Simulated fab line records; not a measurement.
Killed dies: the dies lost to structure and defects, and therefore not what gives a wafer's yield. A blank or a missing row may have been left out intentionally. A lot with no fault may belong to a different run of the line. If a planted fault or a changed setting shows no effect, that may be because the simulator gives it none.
Matching of chambers	flow n5-finfet	uv-cure-02 running N5_BEOL_M11_CURE_72: 3 sister chambers
The step cures SiCOH lowk, time 120 s. 6 wafers are shown with their chamber, then 12 later ones without.

WAFERS, EACH WITH ITS CHAMBER
wafer	chamber	wafer_temp_C_max	lamp-power-pct (%)
L086.3	0	371.3	52.30
L086.4	0	371.3	52.36
L087.4	2	371.0	52.26
L087.5	2	371.2	52.19
L090.4	1	372.7	52.30
L090.5	1	372.6	52.33

WAFERS WITH NO CHAMBER GIVEN
wafer	wafer_temp_C_max	lamp-power-pct (%)
L093.1	372.6	52.31
L093.2	371.7	52.36
L093.4	371.3	52.32
L093.3	371.5	52.23
L093.5	371.1	52.32
L093.6	371.4	52.34
L095.1	372.1	52.31
L095.2	371.8	52.33
L095.3	371.6	52.30
L095.4	371.4	52.34
L095.5	372.2	52.35
L095.6	372.1	52.22

WHICH CHAMBER EACH WENT THROUGH
wafer	from the rows above	in truth
L093.1	1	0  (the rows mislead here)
L093.2	0	0
L093.4	0	0
L093.3	can't be placed: 0 or 2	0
L093.5	can't be placed: 0 or 2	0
L093.6	0	0
L095.1	1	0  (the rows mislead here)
L095.2	0	0
L095.3	0	0
L095.4	0	0
L095.5	1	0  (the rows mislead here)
L095.6	1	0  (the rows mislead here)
Placed correctly: 6 of 12. Can't be placed from these rows: 2 (the true chamber is among the candidates in 2). Number placed wrongly: 4.
How it was worked out, from the rows above alone: a wafer's distance from a chamber is the root of the sum, over the readings, of the square of ((its reading less the chamber's mean) divided by the reading's scatter). The wafer belongs to the nearest chamber; if the next one is less than 2 further off, it can't be placed. The mean given for a chamber averages the wafers shown for that chamber. The scatter is the square root of a quotient: the sum, over the shown wafers, of each reading's squared deviation from its chamber's mean, divided by wafers minus chambers.
